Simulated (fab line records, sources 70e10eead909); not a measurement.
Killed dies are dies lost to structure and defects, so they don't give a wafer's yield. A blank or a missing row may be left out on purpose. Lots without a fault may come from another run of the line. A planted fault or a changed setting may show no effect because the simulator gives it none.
Problem report in the 8D (eight disciplines) form, filled by code | flow nand_harc | the parts of the form that need people (team, actions taken, sign-off) are left out

1. THE PROBLEM
thk_nm at NHARC_A_SGD_CUT_THK_MEAS_22 reads a mean of 85.1 nm on 1 wafer of 1 lot; wafers without a fault read 148.0 nm with a standard deviation of 1.5. That is -42 standard deviations from the usual mean.
The step: measures by ellipsometry.
First seen on wafer L313.6, day 17 01:17, on film_metro-02. The record holds 33 wafers of 11 lots with a number at this step. Rule for "out", or "out of limits": more than 4 standard deviations from the usual mean. The other wafers with a number count as sound.

2. WHAT IT IS AND WHAT IT IS NOT
question                    | is                | is not
which readings at this step | thk_nm            | -
which lots                  | L313              | L303, L304, L305, L306, L307, L309, L310, L311, L312, L316
which wafers of those lots  | L313.6            | L313.4, L313.5
read on which gauges        | film_metro-02     | film_metro-01
when                        | from day 17 01:17 | up to then (29 sound wafers); but 3 sound wafers of L316 came after

3. SUSPECTS, AND WHAT RULES EACH OUT
Counting: a tool at a process step up to the reading stays a suspect if it ran every lot that is out. Sound lots after the first of them don't rule it out here, since some wafers of a struck lot are sound.
- the gauge at NHARC_A_SGD_CUT_THK_MEAS_22: ruled out. All the wafers that are out were read on film_metro-02, but those of them that NHARC_A_SGD_CUT_CMP_21 has rows for are out there too, on other tools.
- rie_diel-04 at NHARC_A_SGD_CUT_ETCH_58 (etches the open film in CF4, target depth 39 nm, time 65 s): kept. It ran the lot that is out, L313 (day 16 21:22); its last sound lot up to then is L311 (day 15 22:03).
- fcvd-01 at NHARC_A_SGD_CUT_DEP_20 (deposits SiO2, target thk 150 nm): kept. It ran the lot that is out, L313 (day 16 22:27); its last sound lot up to then is L316 (day 16 20:59).
- cmp-03 at NHARC_A_SGD_CUT_CMP_21 (polishes, target thk 148.19 nm): kept. It ran the lot that is out, L313 (day 17 01:07); its last sound lot up to then is L310 (day 15 10:19). Its own readings are out on those wafers: time_to_endpoint_s.
- Within fcvd-01 at NHARC_A_SGD_CUT_DEP_20: the wafers that are out ran in chamber 1; their sound lot-mates ran in chamber 0.
- Within cmp-03 at NHARC_A_SGD_CUT_CMP_21: the wafers that are out ran in chamber 3; their sound lot-mates ran in chambers 1, 2.
Left after counting: rie_diel-04 at NHARC_A_SGD_CUT_ETCH_58, fcvd-01 at NHARC_A_SGD_CUT_DEP_20, cmp-03 at NHARC_A_SGD_CUT_CMP_21.

4. THE CAUSE (what the simulator had put in)
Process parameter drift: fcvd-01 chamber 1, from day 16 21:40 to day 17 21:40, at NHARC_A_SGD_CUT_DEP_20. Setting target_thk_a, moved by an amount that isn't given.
Counting left 3 suspects, and this tool is among them.

5. THE CHAIN OF EFFECTS, in route order
Each row: a reading whose mean over the struck wafers that have a number lies more than 3 standard deviations from the usual. Only readings for which the record gives a usual standard deviation are gone through. hours: the time from each lot's start at the first step in this table that gives one to its start at this step, as a median over the lots. sigmas: the change in usual standard deviations.
hours | step                        | reading            | usual    | on struck wafers | change | sigmas
0     | NHARC_A_SGD_CUT_CMP_21      | time_to_endpoint_s | 51 s     | 31               | -20    | -6.2
0     | NHARC_A_SGD_CUT_THK_MEAS_22 | thk_nm             | 148.0 nm | 85.1             | -62.9  | -42
The process steps in it:
- NHARC_A_SGD_CUT_CMP_21: polishes, target thk 148.19 nm.

6. WHAT WOULD HAVE CAUGHT IT SOONER
In this record the first reading out of limits at a measuring or inspecting step was taken at day 17 01:17, 4 hours after the fault began at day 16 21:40.
Of the tool readings at NHARC_A_SGD_CUT_DEP_20 for which the record gives a usual standard deviation, none was out on any struck wafer, so an alarm limit of 4 standard deviations on them would not have fired.
All the lots that are out (1) had begun NHARC_A_SGD_CUT_DEP_20 on fcvd-01 by day 17 01:17. A hold on the tool at that time would have spared none of them.
